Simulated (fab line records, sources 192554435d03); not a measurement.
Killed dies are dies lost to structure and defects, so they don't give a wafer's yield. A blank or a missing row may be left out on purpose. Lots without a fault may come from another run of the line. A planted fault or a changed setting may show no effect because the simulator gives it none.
fab line records | flow n5_finfet
record lots=5 wafers=15 last_day=19
route steps=1938 shown FIN_SAQP@108 BEOL_M4@1111 PASSIVATION@1936
lots that met no fault: from a run of the same line without faults
start_h: hours from the record's first day to the start of the lot's first wafer shown | wait_h: hours since the lot's step before | " the same as in the row above | L1.1+2: a row that stands for several wafers | - no value, or no start given | * or withheld: withheld | < > ~ a bound
route shown NAME@n: a module of which the file shows steps, and the number in the route of the first | usual: mean/standard deviation of fault-free wafers | same: alike in all rows | chamber/n: place in a boat | sites: the reading at each site | _std_site: their standard deviation | _edge_site: outer sites' mean less inner sites' | radius_mm: how far each site lies from the wafer's centre | mask NAME#n: copy n | behind: the tool/chamber that last shaped the wafer | hold: why the lot was held/for how many hours/how that ended | device: the transistor (n, p or np) that didn't switch | end of line: the same wafers' tests at the end of the route | a step without rows: its recipe alone | killed: dies lost to structure and defects at the first sort, not the wafer's yield | map: a wafer's dies, x killed, . not, _ none there
set.NAME: the setting as run; set.NAME@STEP: as run at that earlier step | model.NAME: the simulator's own value behind a step, which no gauge read
lots at some steps of the route; a table a step, a row a wafer
services: from which hour (start_h, from the record's first day; less than 0 if before it) a tool's chamber was out of use, for how many hours, and why
## steps
# step N5_FIN_SAQP_EXPOSE_13
# recipe mask_id=FIN_CORE na=1.35 source_shape=dipole sigma_inner=0.538 sigma_outer=0.738 polarization=te target_cd_nm=35.6 dose_mj=63.25
# step N5_FIN_SAQP_PEB_14
# recipe peb_temp_c=withheld peb_time_s=60 resist=CAR-ArF
# step N5_FIN_SAQP_DEVELOP_15
# recipe develop_time_s=30 developer=TMAH resist=CAR-ArF dev_temp_c=23 rinse_liquid=diw dry=air_spin
# step N5_FIN_SAQP_DESCUM_21
# recipe chemistry=O2 time_s=7.9 source_power_w=50 bias_power_w=20 pressure_mtorr=20 rf_frequency_hz=2.712e+07 temp_c=40 resist=CAR-ArF o2_flow_sccm=225
# step N5_FIN_SAQP_ETCH_51
# recipe chemistry=CF4 target=SiARC target_depth_a=455 mask_material=CAR-ArF time_s=75.8 ion_energy_ev=80 pressure_mtorr=40 source_w=545 bias_w=36 Ar_flow_sccm=100 cf4_flow_sccm=100 ends=cleared
# step N5_FIN_SAQP_ETCH_52
# recipe chemistry=N2/H2 target=SOC target_depth_a=1000 overetch_a=200 mask_material=SiARC temp_c=40 time_s=150 ion_energy_ev=200 pressure_mtorr=30 source_w=840 bias_w=150 n2_flow_sccm=200 h2_flow_sccm=200 ends=end_point
# step N5_FIN_SAQP_STRIP_53
# recipe chemistry=N2/H2 temp_c=40 n2_flow_sccm=200 h2_flow_sccm=200 rf_frequency_hz=6e+07
# step N5_FIN_SAQP_HM_OPEN_73
# recipe chemistry=CHF3/O2 target=SiO2 stop_on=a-Si target_depth_a=120 over_etch_frac=1.8 mask_material=SOC time_s=16.8 pressure_mtorr=30 source_w=650 bias_w=170 Ar_flow_sccm=200 CHF3_flow_sccm=50 O2_flow_sccm=5 ion_energy_ev=200 ends=end_point
# step N5_FIN_SAQP_STRIP_74
# recipe chemistry=CHF3/O2 resist=SiARC rf_frequency_hz=6e+07
# step N5_FIN_SAQP_MANDREL_ETCH_22
# recipe target_depth_a=600 chemistry=HBr/Cl2 target=a-Si stop_on=SiNx bt_time_s=10 over_etch_frac=0.5 time_s=30 pressure_mtorr=10 icp_w=800 bias_w=75 HBr_flow_sccm=150 Cl2_flow_sccm=80 ends=end_point
# usual drypump_motor_current_A=5.7/0.53 oes_product_au=0.773/0.011 throttle_valve_pct=35.5/0.42
# columns lot.wafer tool chamber start_h wait_h drypump_motor_current_A oes_product_au rf_hours_counter_h throttle_valve_pct model.SOC_of_FIN_SAQP_COAT_49.thk_nm model.SiNx_of_FIN_SAQP_PECVD_48.thk_nm
L247.1 rie_si-03 3 22.72 0.0 5.9 0.762 1 36.2 75.82 24.53
L247.4 " 2 " " 5.1 0.782 118 35.2 75.98 25.16
L247.6 " 2 " " 5.1 0.793 - 35.2 76.1 25.36
L260.2 rie_si-03 1 101.82 0.0 5.0 0.767 46 35.0 66.94 19.91
L260.3 " 0 " " 6.3 0.782 1 35.6 76.07 25.09
L260.4 " 3 " " 5.8 0.760 2 36.2 75.74 25.24
L261.1 rie_si-03 2 106.71 0.0 5.1 0.772 120 35.2 76.24 25.2
L261.4 " 3 " " 5.9 0.767 2 36.2 76.07 25.5
L261.6 " 3 " " 5.8 0.759 - 36.2 67.65 21.06
L263.1 rie_si-03 0 118.22 0.0 6.3 0.775 1 35.6 75.86 24.64
L263.2 " 1 " " 5.0 0.781 46 35.0 67.19 20.07
L263.3 " 2 " " 5.1 0.776 120 35.2 76.18 24.67
L270.2 rie_si-05 2 159.72 0.0 6.3 0.761 130 35.1 75.49 25.12
L270.4 " 0 " " 5.6 0.772 43 35.4 75.44 25.66
L270.6 " 1 " " 5.6 0.757 - 35.0 75.2 25.46
# step N5_FIN_SAQP_STRIP_55
# recipe chemistry=N2/H2 power_w=500 temp_c=40 pressure_mtorr=50 rf_frequency_hz=6e+07 overash_fraction=0.3 bias_power_w=28 h2_frac=0.5 n2_flow_sccm=300 h2_flow_sccm=300
# step N5_FIN_SAQP_STRIP_23
# recipe chemistry=SPM time_s=750 temp_c=130 h2so4_h2o2_vol_ratio=4
# step N5_FIN_SAQP_SRD_66
# recipe dry=ipa_marangoni time_s=30 temp_c=23 rinse_liquid=diw
# step N5_FIN_SAQP_RECESS_75
# recipe chemistry=HF/NH3 target=SiO2 target_depth_a=144 afs_cycles=3 temp_c=30 sublimation_temp_c=180 sublimation_time_s=60
# step N5_FIN_SAQP_SPACER1_ALD_24
# recipe material=SiO2 target_thk_a=203 temp_c=300 ald_precursor_family=BDEAS ald_co_reactant=O2-plasma pulse_time_s=1 purge_time_s=2 co_reactant_purge_time_s=2 ald_cycles=218 pressure_torr=2
# step N5_FIN_SAQP_SPACER1_ETCHBACK_25
# recipe chemistry=CHF3/O2 mode=anisotropic_etchback target=SiO2 target_depth_a=244 time_s=12.2 pressure_mtorr=30 source_w=650 bias_w=170 Ar_flow_sccm=200 CHF3_flow_sccm=50 O2_flow_sccm=5 ion_energy_ev=200
# step N5_FIN_SAQP_MANDREL1_REMOVE_56
# recipe chemistry=HBr/Cl2/O2 bt_time_s=10 target=a-Si stop_on=SiNx endpoint=OES-SiCl over_etch_frac=1 icp_w=600 bias_w=22 HBr_flow_sccm=150 Cl2_flow_sccm=80 O2_flow_sccm=5 pressure_mtorr=10
# step N5_FIN_SAQP_ETCH_57
# recipe chemistry=CH3F/O2 target=SiNx mask_material=SiO2 target_depth_a=325 time_s=46.4 pressure_mtorr=30 source_w=395 bias_w=73 Ar_flow_sccm=150 CH3F_flow_sccm=30 O2_flow_sccm=20 ion_energy_ev=120 ends=cleared
# usual drypump_motor_current_A=5.5/0.35 etch_rf_on_time_s=46.2/1.1 mfc_ar_sccm=150.0/0.49 oes_product_au=0.67/0.079 rf_vpp_V=297/5.9 showerhead_plenum_p_Torr=2.01/0.08 throttle_valve_pct=16.35/0.25
# columns lot.wafer tool chamber start_h wait_h drypump_motor_current_A etch_rf_on_time_s mfc_ar_sccm oes_product_au rf_hours_counter_h rf_vpp_V showerhead_plenum_p_Torr throttle_valve_pct model.etch.depth_nm
L247.1 rie_diel-01 2 24.52 0.0 5.9 45.5 149.8 0.63 175 288 1.91 16.46 24.53
L247.4 " 1 " " 5.3 46.9 149.4 0.62 196 297 2.07 16.39 25.16
L247.6 " 0 " " 5.5 47.4 150.6 0.60 - 301 1.99 16.58 25.36
L260.2 rie_diel-01 0 104.49 0.2 5.5 37.4 150.0 0.59 242 299 1.98 16.64 19.91
L260.3 " 3 " " 5.0 45.7 150.3 0.86 1 295 2.05 16.02 25.09
L260.4 " 1 " " 5.2 47.5 150.7 0.60 229 297 2.06 16.47 25.24
L261.1 rie_diel-03 2 109.89 0.1 5.6 45.6 149.5 0.67 102 293 1.93 16.41 25.2
L261.4 " 3 " " 5.5 48.0 149.0 0.69 69 291 2.10 16.08 25.5
L261.6 " 1 " " 5.3 37.8 148.9 0.80 - 297 2.14 15.95 21.06
L263.1 rie_diel-04 2 120.00 0.0 5.4 46.4 149.8 0.71 70 296 2.03 16.01 24.64
L263.2 " 1 " " 6.5 36.4 149.4 0.78 27 301 1.97 16.51 20.07
L263.3 " 0 " " 5.1 45.8 150.7 0.58 243 297 1.98 16.73 24.67
L270.2 rie_diel-03 1 161.50 0.0 5.3 45.2 150.2 0.78 30 296 2.14 15.97 25.12
L270.4 " 0 " " 5.4 48.3 150.2 0.66 127 307 1.93 16.33 25.66
L270.6 " 1 " " 5.3 45.7 150.4 0.78 - 298 2.14 15.98 25.46
# step N5_FIN_SAQP_ETCH_65
# recipe chemistry=CF4 target=SiO2 target_depth_a=40 ion_energy_ev=350 time_s=4.4 pressure_mtorr=10 icp_w=800 bias_w=400 cf4_flow_sccm=80
# step N5_BEOL_M4_RC_MEAS_101
# usual DIBL_N=36.5/1.9 DIBL_P=36.4/2.2 IOFF_N=0.17/0.034 IOFF_P=0.21/0.036 ION_N=678/12 ION_P=462/7.1 SS_N=71.7/0.61 SS_P=73.4/0.71 VT_N=249/3.5 VT_P=-251/3
# columns lot.wafer tool chamber start_h wait_h DIBL_N[mV/V] DIBL_P[mV/V] IOFF_N[nA/um] IOFF_P[nA/um] ION_N[uA/um] ION_P[uA/um] SS_N[mV/dec] SS_P[mV/dec] VT_N[mV] VT_P[mV]
L247.1 prober-01 0 185.69 0.0 37.4 36.8 0.19 0.22 689 459 72.2 74.1 246 -253
L247.4 " 0 " " 35.6 35.5 0.15 0.20 672 459 71.5 73.1 252 -252
L247.6 " 0 " " 36.9 37.2 0.17 0.23 681 462 71.7 73.8 249 -251
L261.1 prober-02 0 282.52 0.0 35.1 34.5 0.13 0.18 653 452 71.7 73.2 253 -253
L261.4 " 0 " " 34.2 34.1 0.13 0.18 664 455 71.0 72.9 251 -251
L261.6 " 0 " " 36.2 36.1 0.16 0.21 673 460 71.8 73.8 252 -251
L260.2 prober-01 0 289.64 0.2 39.4 39.8 0.20 0.22 678 455 72.7 74.0 248 -254
L260.3 " 0 " " 39.5 40.4 0.22 0.25 705 469 71.9 74.3 245 -252
L260.4 " 0 " " 37.7 37.5 0.16 0.19 670 451 72.4 74.2 251 -253
L263.1 prober-02 0 298.30 0.0 38.4 37.8 0.19 0.24 687 474 71.7 73.8 247 -249
L263.2 " 0 " " 35.8 34.0 0.13 0.17 664 450 72.1 72.6 253 -253
L263.3 " 0 " " 36.9 36.0 0.17 0.21 697 469 71.6 73.1 244 -248
L270.2 prober-01 0 347.86 0.2 34.2 32.5 0.13 0.18 671 463 71.7 73.3 252 -253
L270.4 " 0 " " 35.5 34.0 0.16 0.20 673 467 70.7 74.2 249 -252
L270.6 " 0 " " 35.3 33.4 0.15 0.18 683 462 71.6 73.3 251 -252
# step N5_PASSIVATION_PROBE_49
# usual defect_limited_yield=91.0/1.5 killed_at_M0_to_M3=35/11 killed_at_M4_up=13/5 killed_at_contacts=12/5.9 killed_at_front_end=42/13 killed_at_other=3/3.2 killed_dies=106/18 killed_open=69/13 killed_short=35/8.9 sort_bin_5_function=5.2/0.95 sort_bin_6_memory=3.3/0.71 sort_n_pass=1074/18 sort_yield_pct=91.0/1.5
# same gross_dies=1180 killed_at_back_side=0 sort_bin_4_leakage[%]=0 sort_bin_8_speed[%]=0
# columns lot.wafer tool chamber start_h wait_h defect_limited_yield[%] killed_at_M0_to_M3 killed_at_M4_up killed_at_contacts killed_at_front_end killed_at_other killed_dies killed_open killed_short sort_bin_5_function[%] sort_bin_6_memory[%] sort_n_pass sort_yield_pct[%]
L263.1 prober-02 - 420.42 0.0 91.7 38 5 10 42 3 98 66 31 4.6 3.6 1082 91.7
L263.2 prober-02 - 420.47 0.1 91.9 54 5 1 34 2 96 54 37 4.7 2.6 1084 91.9
L263.3 prober-02 - 420.52 0.1 91.1 41 16 14 33 1 105 69 35 5.1 3.4 1075 91.1
# killed by level:class
L263.1 FIN_SAQP:geometric_particle:open=12 BEOL_M0_SAQP:geometric_particle:open=9 BEOL_M3:geometric_particle:open=9 MOL_CONTACT_COAG:geometric_particle:open=8 BEOL_M1:geometric_particle:open=8 FIN_SAQP:geometric_particle:short=6 DUMMY_GATE:geometric_particle:open=6 GATE_CUT:geometric_particle:short=5
L263.2 BEOL_M0_SAQP:geometric_particle:short=19 BEOL_M3:geometric_particle:open=13 BEOL_M0_SAQP:geometric_particle:open=11 FIN_SAQP:geometric_particle:open=7 FIN_SAQP:geometric_particle:short=6 STI_FIN_REVEAL:geometric_particle:open=5 BEOL_M1:geometric_particle:open=4 HKMG_FIN:area_etch=4
L263.3 BEOL_M0_SAQP:geometric_particle:short=11 MOL_CONTACT_COAG:geometric_particle:open=9 FIN_SAQP:geometric_particle:open=8 BEOL_M0_SAQP:geometric_particle:open=8 BEOL_M3:geometric_particle:open=7 GATE_CUT:geometric_particle:open=6 BEOL_M1:geometric_particle:open=6 STI_FIN_REVEAL:geometric_particle:open=5
## services
# columns tool chamber start_h hours kind
rie_diel-04 0 -0.43 1.5 repair
rie_diel-03 2 3.23 6.0 repair
rie_diel-01 - 7.89 15.6 pm
rie_si-03 - 26.89 2.6 repair
rie_diel-01 3 32.21 1.2 repair
rie_diel-04 3 35.70 3.2 repair
rie_diel-03 1 37.62 - clean
rie_diel-03 1 37.62 - consumable_replace:focus_ring
rie_diel-03 1 37.62 - consumable_replace:showerhead
rie_diel-03 1 37.62 21.1 scheduled_down
rie_si-03 1 41.53 2.1 repair
rie_diel-01 1 44.79 3.1 repair
rie_si-03 - 54.11 4.0 pm
rie_si-03 0 58.11 - clean
rie_si-03 0 58.11 11.9 scheduled_down
rie_si-03 0 58.11 11.9 vent_cycle
rie_si-05 3 70.10 7.6 repair
rie_diel-04 1 80.43 8.6 repair
rie_diel-01 2 88.49 2.0 repair
rie_diel-03 - 111.08 2.8 pm
rie_si-03 1 120.04 5.0 repair
rie_diel-03 1 141.39 6.8 repair
rie_si-03 3 147.99 2.1 repair
rie_diel-03 0 149.41 9.5 repair
## key
first_sign step=N5_FIN_SAQP_ETCH_57 reading=etch_rf_on_time_s direction=down sigmas=8.2 usual=* struck=*
effect none on later readings
model_effect step=N5_FIN_SAQP_MANDREL_ETCH_22 value=SOC_of_FIN_SAQP_COAT_49.thk_nm without=75.66 struck=67.26
model_effect step=N5_FIN_SAQP_ETCH_57 value=etch.depth_nm without=24.86 struck=20.35
met_at N5_FIN_SAQP_MANDREL_ETCH_22
struck_wafers L260.2,L261.6,L263.2
onset_between 22.72 101.82
fault kind=process_parameter_drift tool=rie_si-03 chamber=- onset_h=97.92 steps=N5_FIN_SAQP_MANDREL_ETCH_22 channel=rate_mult offset=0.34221 shape=step end_h=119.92 scope=struck_wafers_only
